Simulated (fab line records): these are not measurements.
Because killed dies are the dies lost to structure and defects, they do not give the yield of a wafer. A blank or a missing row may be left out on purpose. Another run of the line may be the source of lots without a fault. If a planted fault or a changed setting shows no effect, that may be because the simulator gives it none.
Chamber matching -- flow n5 finfet -- rie diel-03 running N5_BEOL_M1_ETCHBACK_99: 4 sister chambers
The step etches SiO2 in CHF3, target depth 5 nm, time 10.4 s. 7 wafers are shown with their chamber, then 7 later ones without.

## WAFERS, EACH WITH ITS CHAMBER
wafer,chamber,throttle valve pct (%),drypump motor current A (A)
L076.5,1,16.84,6.1
L079.4,0,17.08,6.3
L081.1,0,17.09,6.4
L081.2,3,17.21,5.6
L081.5,3,17.20,5.6
L084.1,2,16.91,5.4
L084.3,1,16.84,6.0

## WAFERS WITH NO CHAMBER GIVEN
wafer,throttle valve pct (%),drypump motor current A (A)
L084.4,17.10,6.4
L086.1,17.11,6.4
L086.2,16.92,5.4
L086.6,17.23,5.6
L090.1,16.92,5.5
L090.2,16.87,6.0
L090.4,17.23,5.6

## CHAMBER TAKEN BY EACH
wafer,from the rows above,in truth
L084.4,0,0
L086.1,0,0
L086.2,2,2
L086.6,3,3
L090.1,2,2
L090.2,1,1
L090.4,3,3
Correctly placed: 7 of 7. From these rows, 0 cannot be placed. Wrongly placed: 0.
How it was worked out, from the rows above alone: a wafer's distance from a chamber is the root of the sum, over the readings, of the square of ((its reading less the chamber's mean) divided by the reading's scatter). If the next closest chamber is less than 2 further off than the closest, the wafer can't be placed; otherwise it belongs to the closest. Each chamber's mean is taken over the wafers shown for it. The scatter: the root of (the sum of the squares of (reading less its chamber's mean) over the shown wafers, divided by (wafers less chambers)).
